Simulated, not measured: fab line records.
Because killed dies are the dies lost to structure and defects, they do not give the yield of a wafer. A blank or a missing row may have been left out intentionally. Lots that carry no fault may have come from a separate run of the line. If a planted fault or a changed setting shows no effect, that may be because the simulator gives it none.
One fault seen from 2 desks || flow n5-finfet || what lay behind the numbers comes last; until then each desk has only its own

TOOL OWNER'S DESK, litho-track-05
The tool's own readings at N5_FIN_CUT_COAT_19 (time 60 s, resist thk 20 nm): means of the sampled wafers that have a number, for each lot that ran on this tool. If a lot's mean is further than 4 standard deviations from the usual mean, the lot is out of limits and carries the mark OUT (the distance appears in the brackets).
Columns: A = exhaust-pa at N5_FIN_CUT_COAT_19, usual 45.0 Pa; B = spin-speed-rpm at N5_FIN_CUT_COAT_19, usual 1500.2 rpm
{"lot": "L162", "first seen here": "day 2 19:46", "A": 46.8, "B": 1499.7}
{"lot": "L164", "first seen here": "day 3 09:36", "A": 44.4, "B": 1500.4}
{"lot": "L167", "first seen here": "day 4 04:08", "A": 44.2, "B": "1616.6 (+99 or more) OUT"}
{"lot": "L169", "first seen here": "day 4 15:24", "A": 45.2, "B": "1617.9 (+99 or more) OUT"}
{"lot": "L170", "first seen here": "day 4 21:27", "A": 45.4, "B": "1617.6 (+99 or more) OUT"}
{"lot": "L179", "first seen here": "day 7 03:07", "A": 44.1, "B": 1499.5}
{"lot": "L180", "first seen here": "day 7 09:19", "A": 45.6, "B": 1501.0}
Finding of this desk: L167, L169, L170 out of limits; the first was L167 at day 4 04:08, on spin-speed-rpm at N5_FIN_CUT_COAT_19. L162, L164, L179, L180 stayed within limits.

FROM THE METROLOGY DESK
What the gauges read for every lot (on any tool): the sampled wafers with a number, averaged. If a lot's mean is further than 4 standard deviations from the usual mean, the lot is out of limits and carries the mark OUT (the distance appears in the brackets). Shown here are 7 of its 10 readings, the ones lying furthest out on some lot.
Columns: A = DIBL_N at N5_BEOL_M4_RC_MEAS_101, usual 36.0 mV/V; B = DIBL_P at N5_BEOL_M4_RC_MEAS_101, usual 35.8 mV/V; C = IOFF_N at N5_BEOL_M4_RC_MEAS_101, usual 0.15 nA/um; D = IOFF_P at N5_BEOL_M4_RC_MEAS_101, usual 0.20 nA/um; E = SS_N at N5_BEOL_M4_RC_MEAS_101, usual 71.5 mV/dec; F = SS_P at N5_BEOL_M4_RC_MEAS_101, usual 73.2 mV/dec; G = VT_P at N5_BEOL_M4_RC_MEAS_101, usual -251 mV
{"lot": "L160", "first seen here": "day 8 07:37", "A": 35.1, "B": 33.2, "C": 0.13, "D": 0.17, "E": 71.1, "F": 72.5, "G": -255}
{"lot": "L162", "first seen here": "day 8 09:44", "A": 37.6, "B": 37.3, "C": 0.17, "D": 0.24, "E": 71.9, "F": 73.3, "G": -247}
{"lot": "L164", "first seen here": "day 9 08:49", "A": 34.3, "B": 35.2, "C": 0.14, "D": 0.17, "E": 71.4, "F": 73.0, "G": -255}
{"lot": "L167", "first seen here": "day 10 03:45", "A": 38.4, "B": 38.8, "C": 0.19, "D": 0.25, "E": 72.3, "F": 73.7, "G": -248}
{"lot": "L169", "first seen here": "day 10 21:30", "A": 36.2, "B": 35.6, "C": 0.16, "D": 0.22, "E": 71.5, "F": 73.0, "G": -247}
{"lot": "L170", "first seen here": "day 11 03:55", "A": 37.4, "B": 35.7, "C": 0.15, "D": 0.21, "E": 71.9, "F": 73.3, "G": -250}
{"lot": "L175", "first seen here": "day 12 02:13", "A": 35.0, "B": 34.4, "C": 0.14, "D": 0.17, "E": 71.0, "F": 73.1, "G": -254}
{"lot": "L180", "first seen here": "day 13 10:17", "A": 35.9, "B": 36.5, "C": 0.15, "D": 0.19, "E": 71.4, "F": 73.9, "G": -253}
{"lot": "L179", "first seen here": "day 13 11:05", "A": 35.5, "B": 34.9, "C": 0.14, "D": 0.20, "E": 70.8, "F": 73.0, "G": -251}
{"lot": "L181", "first seen here": "day 13 17:25", "A": 35.9, "B": 34.7, "C": 0.15, "D": 0.19, "E": 71.1, "F": 72.8, "G": -252}
This desk's finding: nothing out of limits on any of the 10 lots.

PUT TOGETHER
On L167, L169, L170, at day 4 04:08, an alarm was possible from the tool owner's desk.
From the metrology desk's view, nothing was out of limits.
The metrology desk has L167, L169, L170 on record, within its limits.
Of the lots named, all ran N5_FIN_CUT_COAT_19 on litho-track-05.

WHAT THE SIMULATOR HAD PUT IN
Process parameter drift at N5_FIN_CUT_COAT_19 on litho-track-05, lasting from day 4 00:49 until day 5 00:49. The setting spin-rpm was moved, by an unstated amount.
Shown lots that were struck: L167, L169, L170.
Each desk's first reading out of limits, in hours after the fault started: the tool owner's desk, 3.
